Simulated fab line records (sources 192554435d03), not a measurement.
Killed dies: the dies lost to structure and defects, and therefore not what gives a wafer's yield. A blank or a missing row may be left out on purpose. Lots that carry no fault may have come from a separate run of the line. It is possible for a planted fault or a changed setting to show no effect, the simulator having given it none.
A lot that was struck, set against a sound lot	flow n5 finfet	19 steps out of a route of 1938
Sound: the wafers L981.1, L981.3, L981.6. The struck wafers were L980.2, L980.4, L980.5. Last of all comes the cause.
For every step that has rows: the tool of each side, followed by ch and its chambers, followed by its first start. Under that, the readings that differ: sound wafers	struck wafers	difference of the means	sigmas: that difference in standard deviations of wafers without a fault.
alike: same words and numbers on both sides, and readings whose means sit less than 2 such deviations apart. not compared: any withheld reading, any reading some wafer has no value for, any bound like >300 that may hide the same value, and any number with overlapping values for which the record gives no deviation.
A row with sigmas, a row that says differs or no value, or rows on one side alone: a step with any of these is where the two part. Numbers that don't overlap but have no deviation are shown without sigmas and don't part them. A reading missing from all wafers of one side parts the sides only when that side holds two or more wafers.

N5_BEOL_M10_STRIP_77: strips in N2/H2, time 10 s.
  sound on rie diel-01 ch 0,1,2; struck on rie diel-05 ch 1,2,3
  alike: chamber pressure mTorr, drypump motor current A, oes product au, rf vpp V, showerhead plenum p Torr, throttle valve pct
  not compared: rf hours counter h
N5_BEOL_M10_OCD_MEAS_38:
  sound on ocd-02, day 13 13:46; struck on ocd-02, day 13 12:07
  alike: trench depth nm
then, 4 steps without rows for these wafers: N5_BEOL_M10_HM_STRIP_39 (strips TiN in peroxide tin strip, target depth 25 nm, time 158 s); N5_BEOL_M10_SRD_40 (time 30 s); N5_BEOL_M10_PRECLEAN_42 (cleans in residue remover, time 60 s); N5_BEOL_M10_SRD_43 (time 30 s).
N5_BEOL_M10_CD_MEAS_35: the cd target is 70 nm.
  sound on cd sem-01, day 13 13:56; struck on cd sem-01, day 13 12:16
  alike: cd nm
N5_BEOL_M10_CURE_72: cures SiCOH lowk, time 120 s.
  sound on uv cure-03 ch 1, day 13 13:58; struck on uv cure-02 ch 1, day 13 12:22
  alike: lamp power pct, wafer_temp_C_max
then, 2 steps without rows for these wafers: N5_BEOL_M10_DEGAS_44 (time 60 s); N5_BEOL_M10_PRE_CLEAN_45 (time 30 s).
N5_BEOL_M10_ALD_74: deposits TaN, target thk 2 nm, pulse time 2 s, purge time 3 s.
  sound on ald metal-02 ch 1,2, day 13 14:55; struck on ald metal-01 ch 0,2, day 13 12:59
  alike: heater power w, precursor vessel carrier sccm
following that, these wafers have no rows for 1 step: N5_BEOL_M10_SURFACE_TREAT_76.
N5_BEOL_M10_CVD_75: deposits Co from CCTBA/H2, target thk 2 nm, time 138.9 s.
  sound on cvd co-01 ch 1,2, day 13 15:29; struck on cvd co-02 ch 0,1,2, day 13 13:52
N5_BEOL_M10_SPUTTER_48: material Cu, target thk 12 nm, time 2 s.
  sound on pvd sputter-03, day 13 15:37; struck on pvd sputter-01, day 13 14:02
  alike: throttle valve pct
then, 1 step without rows for these wafers: N5_BEOL_M10_ECD_50 (material Cu, target thk 318 nm).
N5_BEOL_M10_ANNEAL_51: time 90 s.
  sound on rtp anneal-01 ch 0, day 13 16:32; struck on rtp anneal-02 ch 0, day 13 14:18
  alike: anneal temp c max, wafer_temp_C_max
N5_BEOL_M10_CMP_52: polishes, stops on SiCOH lowk, t overpolish 7 s, target thk 140 nm.
  sound on cmp-02 ch 0,1, day 13 16:50; struck on cmp-01 ch 1,3, day 13 14:34
reading	sound	struck	difference	sigmas
time to endpoint s (s)	67.8 70.9 69.1	64.2 62.1 63.6	-6.0	-2
  alike: barrier field endpoint s, motor current A, overpolish run s, slurry filter dp kPa
N5_BEOL_M10_THK_MEAS_53: measures by xrf.
  sound on film metro-02, day 13 17:08; struck on film metro-01, day 13 14:51
  alike: M10_THK
following that, these wafers have no rows for 1 step: N5_PASSIVATION_PROBE_49.

== WHERE THEY PART ==
Only at N5_BEOL_M10_CMP_52, as far as this record shows. Later steps at which nothing parts them and some readings are alike: N5_BEOL_M10_THK_MEAS_53.

WHY: the cause the simulator had injected
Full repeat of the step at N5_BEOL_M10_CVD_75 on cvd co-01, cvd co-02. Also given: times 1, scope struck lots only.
